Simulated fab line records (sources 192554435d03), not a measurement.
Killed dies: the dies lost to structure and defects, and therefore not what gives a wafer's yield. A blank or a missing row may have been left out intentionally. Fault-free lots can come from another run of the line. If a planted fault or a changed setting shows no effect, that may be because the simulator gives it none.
Which tool did it? || flow n5 finfet || 7 lots (21 wafers sampled), 1 step of a 1938-step route

## WHAT THE GAUGES SHOWED, per wafer
N5_BEOL_M7_RS_MEAS_57: uses a four-point probe to measure.
{"lot": "L346", "measured": "day 11 13:17", "on": "film metro-01", "M7_RS (ohm/sq)": "0.282 0.295 0.277"}
{"lot": "L349", "measured": "day 12 14:31", "on": "film metro-02", "M7_RS (ohm/sq)": "0.294 0.284 0.293"}
{"lot": "L352", "measured": "day 13 17:34", "on": "film metro-01", "M7_RS (ohm/sq)": "0.286 0.275 0.280"}
{"lot": "L355", "measured": "day 14 05:35", "on": "film metro-01", "M7_RS (ohm/sq)": "0.285 0.296 0.289"}
{"lot": "L360", "measured": "day 15 04:25", "on": "film metro-01", "M7_RS (ohm/sq)": "0.293 0.294 0.287"}
{"lot": "L364", "measured": "day 16 16:00", "on": "film metro-02", "M7_RS (ohm/sq)": "0.280 0.282 0.280"}
{"lot": "L367", "measured": "day 17 02:37", "on": "film metro-02", "M7_RS (ohm/sq)": "0.286 0.284 0.285"}

## TOOL THAT RAN EACH LOT (tool first, then ch and the chambers of the sampled wafers, then the start)
The record holds no process step before these readings.

## THE ANSWER, worked out from the rows above alone
Rule: the usual values come from the lots themselves. The widest of any qualifying gaps counts: lots, ordered by their means at a reading, are off when they make up no more than a third of the lots, leave a main group of 4 or more, and stand apart from it by 3 or more times the standard deviation of that group's means. A main group is skipped when, at the precision printed for the reading in the tables above, its means are all equal. Also off: a lot with no number at a reading for which 4 or more lots have one. All remaining lots with rows at the step are treated as sound.
None of the lots is off at any reading shown; this tells nothing.

## WHAT THE SIMULATOR HAD PUT IN
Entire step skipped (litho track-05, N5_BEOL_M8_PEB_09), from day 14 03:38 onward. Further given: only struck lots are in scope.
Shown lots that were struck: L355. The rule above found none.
